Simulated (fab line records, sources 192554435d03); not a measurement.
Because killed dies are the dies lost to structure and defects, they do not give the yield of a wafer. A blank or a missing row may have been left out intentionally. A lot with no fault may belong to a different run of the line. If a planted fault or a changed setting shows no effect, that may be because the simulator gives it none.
Struck lot and sound lot, side by side :: flow n5Finfet :: 38 steps out of a route of 1938
Sound: these wafers, L765.2, L765.4, L765.5. Struck: wafer L773.4 (L773.1, L773.6, from the same lot, were not struck and are left out); the cause is given at the end.
For every step that has rows: the tool of each side, followed by ch and its chambers, followed by its first start. Under that, the readings that differ: sound wafers :: struck wafers :: difference of the means :: sigmas: that difference in standard deviations of wafers without a fault.
alike: same words and numbers on both sides, and readings whose means sit less than 2 such deviations apart. not compared: any withheld reading, any reading some wafer has no value for, any bound like >300 that may hide the same value, and any number with overlapping values for which the record gives no deviation.
The two part at a step that has a row with sigmas, a row that says differs or no value, or rows on one side only. Non-overlapping numbers with no deviation appear without sigmas and do not part them. A reading missing from all wafers of one side parts the sides only when that side holds two or more wafers.

first, 9 steps without rows for these wafers: N5_BEOL_M4_ANNEAL_95 (time 240 s); N5_BEOL_M4_SPUTTER_96 (material Cu, target thk 4.5 nm, time 8.29 s); N5_BEOL_M4_ECD_50 (material Cu, target thk 300 nm); N5_BEOL_M4_ANNEAL_51 (time 90 s); N5_BEOL_M4_CMP_52 (polishes, stops on SiOC, t overpolish 6.8 s, target thk 40 nm); N5_BEOL_M4_PRE_CLEAN_60 (time 15 s); N5_BEOL_M4_CO_CAP_55 (material Co, precursor CCTBA/H2, target thk 2 nm, time 102.1 s); N5_BEOL_M4_PRE_CLEAN_56 (time 15 s); N5_BEOL_M4_DEP_57 (deposits SiCN from 3MS/NH3, target thk 8 nm, time 14 s).
N5_BEOL_M4_RC_MEAS_101:
  sound on prober-02 ch 0, day 9 19:25; struck on prober-02 ch 0, day 12 10:39
  alike: DIBL_N, DIBL_P, IOFF_N, IOFF_P, ION_N, ION_P, SS_N, SS_P, VT_N, VT_P
then, 24 steps without rows for these wafers: N5_BEOL_M5_ILD_DEP_00 (deposits SiCOH lowk from DEMS/porogen, target thk 140.64 nm, time 25.9 s); N5_BEOL_M5_CURE_79 (cures SiCOH lowk, time 240 s); N5_BEOL_M5_PECVD_70 (deposits SiO2 from TEOS/O2, target thk 16 nm, time 18 s); N5_BEOL_M5_HM_DEP_02 (deposits TiN, target thk 20 nm); N5_BEOL_M5_COAT_59 (time 60 s, resist thk 60 nm); N5_BEOL_M5_COAT_60 (time 60 s, resist thk 12 nm); N5_BEOL_M5_COAT_71 (time 60 s, resist thk 5 nm); N5_BEOL_M5_COAT_05 (resist thk 30 nm); N5_BEOL_M5_EBR_07; N5_BEOL_M5_SOFTBAKE_06 (time 60 s); N5_BEOL_M5_EXPOSE_08 (exposes mask M5, target cd 28 nm); N5_BEOL_M5_PEB_09 (peb time 60 s); N5_BEOL_M5_DEVELOP_10 (develop time 30 s); N5_BEOL_M5_DESCUM_16 (chemistry O2, time 7 s); N5_BEOL_M5_ETCH_72 (etches underlayer in N2/H2, target depth 6.5 nm, time 5.2 s); N5_BEOL_M5_ETCH_61 (etches SiARC in CF4, target depth 15.6 nm, time 26 s); N5_BEOL_M5_ETCH_62 (etches SOC in N2/H2, target depth 75 nm, overetch 15 nm, time 112.5 s); N5_BEOL_M5_STRIP_63 (strips in N2/H2); N5_BEOL_M5_STRIP_73 (strips in N2/H2); N5_BEOL_M5_STRIP_64 (strips in CF4); N5_BEOL_M5_HM_OPEN_17 (chemistry Cl2/BCl3, target TiN, target depth 20 nm, overetch 6 nm); N5_BEOL_M5_STRIP_19 (strips in O2); N5_BEOL_M5_COAT_65 (time 60 s, resist thk 60 nm); N5_BEOL_M5_COAT_66 (time 60 s, resist thk 12 nm).
-- here the record skips 2 days between the struck wafers' starts before and after, leaving off in module BEOL_M5 and picking up in module BEOL_M10 (first step shown: number 1530 of the route) --
N5_BEOL_M10_CMP_52: polishes, stops on SiCOH lowk, t overpolish 7 s, target thk 140 nm.
  sound on cmp-03 ch 2,3, day 12 11:24; struck on cmp-03 ch 1, day 14 19:08
reading: barrierFieldEndpointS (s)
sound: 27.9 27.1 27.1
struck: 46.7
difference: +19.3
sigmas: +22

reading: overpolishRunS (s)
sound: 7.004 7.016 6.992
struck: 0.036
difference: -6.968
sigmas: -99 or more

reading: timeToEndpointS (s)
sound: 60 55 59
struck: 86
difference: +28
sigmas: +7
  alike: motorCurrentA, retainingRingPressureFrac
N5_BEOL_M10_THK_MEAS_53: measures by xrf.
  sound on filmMetro-01, day 12 11:40; struck on filmMetro-01, day 14 19:26
reading: M10_THK (nm)
sound: 141 137 136
struck: 248
difference: +110
sigmas: +29
N5_BEOL_M10_INSPECT_58: inspects for defects (darkfield).
  sound on defectInspect-02, day 12 11:49; struck on defectInspect-02, day 14 19:37
reading: rawDefectCount
sound: 95 86 81
struck: 2308
difference: +2221
sigmas: +93
-- here the record skips 2 days between the struck wafers' starts before and after, leaving off in module BEOL_M10 and picking up in module PASSIVATION (first step shown: number 1936 of the route) --
N5_PASSIVATION_PROBE_49:
  sound on prober-02, day 14 15:57; struck on prober-01, day 16 22:27
reading: defectLimitedYield (%)
sound: 92.9 92.5 94.6
struck: 0
difference: -93
sigmas: -62

reading: killed_at_M4_up
sound: 10 18 9
struck: 1087
difference: +1075
sigmas: +99 or more

reading: killedDies
sound: 84 89 64
struck: 1180
difference: +1101
sigmas: +61

reading: killedOnRim
sound: 14 9 12
struck: 152
difference: +140
sigmas: +39

reading: sortNPass
sound: 1096 1091 1116
struck: 0
difference: -1101
sigmas: -61

reading: sortYieldPct (%)
sound: 92.9 92.5 94.6
struck: 0
difference: -93
sigmas: -62
  alike: killed_at_M0_to_M3, killedAtContacts, killedAtFrontEnd, killedAtOther, killedOpen, killedShort, sort_bin_5_function, sort_bin_6_memory, sort_bin_8_speed

== WHERE THEY PART ==
First at N5_BEOL_M10_CMP_52; last, within this record, at N5_PASSIVATION_PROBE_49.

WHY: whatever the simulator had introduced
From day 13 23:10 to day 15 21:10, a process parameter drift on cmp-03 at N5_BEOL_M10_CMP_52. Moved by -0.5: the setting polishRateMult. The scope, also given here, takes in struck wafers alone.
